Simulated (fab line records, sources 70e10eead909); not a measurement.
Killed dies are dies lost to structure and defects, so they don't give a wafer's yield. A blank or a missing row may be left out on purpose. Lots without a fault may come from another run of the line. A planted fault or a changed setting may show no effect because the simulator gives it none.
Chamber matching | flow nand_harc | NHARC_P_M2_DEP_33 on pecvd-03: 3 sister chambers
The step deposits SiCN, target thk 30 nm. 30 wafers are shown with their chamber, then 12 later ones without.

WAFERS WITH THEIR CHAMBER
wafer  | chamber | heater_power_outer_w (W) | heater_power_w (W)
L076.1 | 0       | 339                      | 525
L076.2 | 2       | 272                      | 536
L076.6 | 1       | 417                      | 698
L077.2 | 1       | 398                      | 687
L077.3 | 0       | 400                      | 659
L077.4 | 0       | 408                      | 633
L078.1 | 0       | 391                      | 621
L078.2 | 1       | 403                      | 683
L078.3 | 2       | 209                      | 455
L079.2 | 1       | 459                      | 744
L079.3 | 0       | 377                      | 607
L079.4 | 1       | 454                      | 747
L080.1 | 1       | 427                      | 704
L080.2 | 2       | 282                      | 548
L080.6 | 0       | 373                      | 583
L082.2 | 2       | 254                      | 494
L082.3 | 2       | 246                      | 499
L082.5 | 2       | 257                      | 505
L083.2 | 1       | 421                      | 682
L083.3 | 0       | 394                      | 623
L083.4 | 1       | 424                      | 694
L084.1 | 2       | 294                      | 557
L084.2 | 1       | 413                      | 717
L084.6 | 1       | 415                      | 696
L088.4 | 2       | 246                      | 496
L088.5 | 1       | 456                      | 709
L088.6 | 0       | 377                      | 611
L090.1 | 2       | 289                      | 565
L090.5 | 1       | 348                      | 621
L090.6 | 0       | 405                      | 634

SIGNATURES (means of the wafers above)
reading              | chamber 0 | chamber 1 | chamber 2 | scatter within a chamber
heater_power_outer_w | 384.89    | 419.58    | 261.00    | 26.8
heater_power_w       | 610.67    | 698.50    | 517.22    | 35.4
Rule: a wafer's distance from a chamber is the root of the sum, over the readings, of the square of ((its reading less the chamber's mean) divided by the reading's scatter). The wafer belongs to the nearest chamber; if the next one is less than 2 further off, it can't be placed. The scatter: the root of (the sum of the squares of (reading less its chamber's mean) over the shown wafers, divided by (wafers less chambers)).

WAFERS WITHOUT THEIR CHAMBER
wafer  | heater_power_outer_w (W) | heater_power_w (W)
L091.2 | 303                      | 559
L091.5 | 425                      | 725
L091.6 | 371                      | 606
L092.1 | 444                      | 749
L092.2 | 412                      | 646
L092.4 | 460                      | 725
L095.1 | 242                      | 503
L095.2 | 370                      | 614
L095.5 | 369                      | 637
L096.2 | 240                      | 475
L096.3 | 377                      | 611
L096.6 | 239                      | 490

WHICH CHAMBER EACH WENT THROUGH
wafer  | from the rows above     | in truth
L091.2 | can't be placed: 2 or 0 | 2
L091.5 | 1                       | 1
L091.6 | 0                       | 0
L092.1 | 1                       | 1
L092.2 | can't be placed: 0 or 1 | 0
L092.4 | 1                       | 1
L095.1 | 2                       | 2
L095.2 | 0                       | 0
L095.5 | can't be placed: 0 or 1 | 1
L096.2 | 2                       | 2
L096.3 | 0                       | 0
L096.6 | 2                       | 2
Placed correctly: 9 of 12. Can't be placed from these rows: 3 (the true chamber is among the candidates in 3). Placed wrongly: 0.
